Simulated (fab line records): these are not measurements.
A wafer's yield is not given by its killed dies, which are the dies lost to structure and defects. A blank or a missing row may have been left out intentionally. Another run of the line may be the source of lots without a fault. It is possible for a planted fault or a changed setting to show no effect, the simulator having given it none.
Split-lot study || flow n5-finfet || on a route of 1938 steps: 7 lots, 21 wafers read

== THE SPLIT ==
At N5_MOL_CONTACT_COAG_ETCH_124 (etches SiNx in CH3F/O2, stops on SiOC, target depth 6.5 nm), the setting bias-w was moved away from the recipe's 73 W on 8 of the 21 wafers read, by -17.1% to +16.1%. For the rest of the wafers, this setting stayed at what the recipe calls for.

The reading is taken at the split's own step.

== THE READING ==
rf-vpp-V, in V, at N5_MOL_CONTACT_COAG_ETCH_124 (etches SiNx in CH3F/O2, stops on SiOC, target depth 6.5 nm). Fault-free wafers of this fab line usually give 300 V, standard deviation 4.9 V.

{"wafer": "L074.2", "tool, chamber at the split": "rie-diel-03, 2", "bias-w as run, W": 81.06, "against the recipe": "+11.0%", "rf-vpp-V, V": 333, "against lot-mates on the recipe": "+27"}
{"wafer": "L074.3", "tool, chamber at the split": "rie-diel-03, 1", "bias-w as run, W": 73, "against the recipe": "recipe", "rf-vpp-V, V": 306, "against lot-mates on the recipe": "-"}
{"wafer": "L074.6", "tool, chamber at the split": "rie-diel-03, 1", "bias-w as run, W": 81.06, "against the recipe": "+11.0%", "rf-vpp-V, V": 334, "against lot-mates on the recipe": "+28"}
{"wafer": "L075.3", "tool, chamber at the split": "rie-diel-01, 3", "bias-w as run, W": 73, "against the recipe": "recipe", "rf-vpp-V, V": 304, "against lot-mates on the recipe": "-"}
{"wafer": "L075.4", "tool, chamber at the split": "rie-diel-01, 3", "bias-w as run, W": 60.55, "against the recipe": "-17.1%", "rf-vpp-V, V": 262, "against lot-mates on the recipe": -42}
{"wafer": "L075.6", "tool, chamber at the split": "rie-diel-01, 0", "bias-w as run, W": 60.55, "against the recipe": "-17.1%", "rf-vpp-V, V": 257, "against lot-mates on the recipe": -47}
{"wafer": "L083.3", "tool, chamber at the split": "rie-diel-01, 3", "bias-w as run, W": 73, "against the recipe": "recipe", "rf-vpp-V, V": 304, "against lot-mates on the recipe": "-"}
{"wafer": "L083.4", "tool, chamber at the split": "rie-diel-01, 2", "bias-w as run, W": 68.56, "against the recipe": "-6.1%", "rf-vpp-V, V": 284, "against lot-mates on the recipe": -16}
{"wafer": "L083.5", "tool, chamber at the split": "rie-diel-01, 1", "bias-w as run, W": 73, "against the recipe": "recipe", "rf-vpp-V, V": 296, "against lot-mates on the recipe": "-"}
{"wafer": "L086.1", "tool, chamber at the split": "rie-diel-01, 3", "bias-w as run, W": 73, "against the recipe": "recipe", "rf-vpp-V, V": 303, "against lot-mates on the recipe": "-"}
{"wafer": "L086.2", "tool, chamber at the split": "rie-diel-01, 0", "bias-w as run, W": 81.51, "against the recipe": "+11.7%", "rf-vpp-V, V": 328, "against lot-mates on the recipe": "+28"}
{"wafer": "L086.4", "tool, chamber at the split": "rie-diel-01, 1", "bias-w as run, W": 73, "against the recipe": "recipe", "rf-vpp-V, V": 298, "against lot-mates on the recipe": "-"}
{"wafer": "L087.4", "tool, chamber at the split": "rie-diel-03, 0", "bias-w as run, W": 73, "against the recipe": "recipe", "rf-vpp-V, V": 296, "against lot-mates on the recipe": "-"}
{"wafer": "L087.5", "tool, chamber at the split": "rie-diel-03, 0", "bias-w as run, W": 73, "against the recipe": "recipe", "rf-vpp-V, V": 295, "against lot-mates on the recipe": "-"}
{"wafer": "L087.6", "tool, chamber at the split": "rie-diel-03, 1", "bias-w as run, W": 84.75, "against the recipe": "+16.1%", "rf-vpp-V, V": 344, "against lot-mates on the recipe": "+48"}
{"wafer": "L091.2", "tool, chamber at the split": "rie-diel-05, 3", "bias-w as run, W": 60.87, "against the recipe": "-16.6%", "rf-vpp-V, V": 251, "against lot-mates on the recipe": -48}
{"wafer": "L091.3", "tool, chamber at the split": "rie-diel-05, 0", "bias-w as run, W": 73, "against the recipe": "recipe", "rf-vpp-V, V": 301, "against lot-mates on the recipe": "-"}
{"wafer": "L091.5", "tool, chamber at the split": "rie-diel-05, 2", "bias-w as run, W": 73, "against the recipe": "recipe", "rf-vpp-V, V": 296, "against lot-mates on the recipe": "-"}
{"wafer": "L093.3", "tool, chamber at the split": "rie-diel-03, 3", "bias-w as run, W": 73, "against the recipe": "recipe", "rf-vpp-V, V": 302, "against lot-mates on the recipe": "-"}
{"wafer": "L093.5", "tool, chamber at the split": "rie-diel-03, 1", "bias-w as run, W": 73, "against the recipe": "recipe", "rf-vpp-V, V": 306, "against lot-mates on the recipe": "-"}
{"wafer": "L093.6", "tool, chamber at the split": "rie-diel-03, 3", "bias-w as run, W": 73, "against the recipe": "recipe", "rf-vpp-V, V": 303, "against lot-mates on the recipe": "-"}

FIT RESULTS
A straight line over all 21 wafers: rf-vpp-V changes by +2.66 V for each +1% of bias-w; r = +0.99; the points scatter about the line by 4 V.
The same after taking each lot's own level away (the mean of its wafers on the recipe; 21 wafers): +2.68 V for each +1%; r = +0.99; scatter 2.7 V.
According to that fit, moving bias-w by its largest amount changes the reading by 46 V.
The lots' own levels span 295.5 to 306.0 V, that is 2.1 times the standard deviation above.
Hence the lot-to-lot level has little effect on the slope; both slopes agree.
Check: -47 V against its lot-mates is what the line predicts for one of the wafers moved furthest among these (-17.1%) when that wafer is left out of the fit. Against them it came out at -42 V.
Tool readings at the split's step, against how far the setting was moved: rf-vpp-V r = +0.99.

== OTHER SPLITS APPLIED TO THESE WAFERS ==
These wafers also went through other splits before the reading. Each is held against what the fit with the lots' levels taken away leaves over:
{"other split on the same wafers": "N5_SDB_EXPOSE_08 dose-mj", "wafers away from the commonest value": 5, "r with rf-vpp-V (lot level and that fit taken away)": -0.49}
{"other split on the same wafers": "N5_HKMG_FIN_ETCH_55 bias-w", "wafers away from the commonest value": 9, "r with rf-vpp-V (lot level and that fit taken away)": -0.04}
{"other split on the same wafers": "N5_HKMG_FIN_ETCH_58 source-w", "wafers away from the commonest value": 5, "r with rf-vpp-V (lot level and that fit taken away)": "+0.32"}
{"other split on the same wafers": "N5_GATE_CUT_COAT_27 spin-rpm", "wafers away from the commonest value": 6, "r with rf-vpp-V (lot level and that fit taken away)": "+0.27"}
{"other split on the same wafers": "N5_GATE_CUT_ETCH_36 cf4-flow-sccm", "wafers away from the commonest value": 8, "r with rf-vpp-V (lot level and that fit taken away)": -0.07}
{"other split on the same wafers": "N5_MOL_CONTACT_COAG_VIA_ETCH_117 bias-w", "wafers away from the commonest value": 6, "r with rf-vpp-V (lot level and that fit taken away)": "+0.14"}

== THE FILE'S OWN FIT ==
rf-vpp-V changes by +2.71 V for each +1% of bias-w, r = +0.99.
